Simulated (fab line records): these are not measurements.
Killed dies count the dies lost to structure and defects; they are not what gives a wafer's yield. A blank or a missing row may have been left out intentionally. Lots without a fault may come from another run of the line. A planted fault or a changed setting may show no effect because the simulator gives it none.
Chamber matching -- flow nandHarc -- NHARC_THIN_TSV_DEP_43 on pecvd-04: 3 sister chambers
The step deposits SiO2, target thk 1328.5 nm. 3 wafers are shown with their chamber, then 7 later ones without.

== EACH WAFER AND ITS CHAMBER ==
wafer,chamber,throttleValvePct (%)
L140.5,2,15.3
L141.1,0,15.9
L141.2,1,16.9

== WAFERS MISSING THEIR CHAMBER ==
wafer,throttleValvePct (%)
L141.3,15.2
L143.3,15.9
L143.4,16.9
L143.6,16.0
L145.1,15.2
L145.2,16.9
L145.6,15.3

== CHAMBER TAKEN BY EACH ==
wafer,from the rows above,in truth
L141.3,2,2
L143.3,0,0
L143.4,1,1
L143.6,0,0
L145.1,2,2
L145.2,1,1
L145.6,2,2
Placed correctly: 7 of 7. Can't be placed from these rows: 0. Number placed wrongly: 0.
How it was worked out, from the rows above alone: a wafer's distance from a chamber is the root of the sum, over the readings, of the square of ((its reading less the chamber's mean) divided by the reading's scatter). If the next closest chamber is less than 2 further off than the closest, the wafer can't be placed; otherwise it belongs to the closest. The mean given for a chamber averages the wafers shown for that chamber. The scatter (one wafer shown for each chamber): square how far every hidden wafer sits from the nearest shown wafer, average those squares and take the square root.
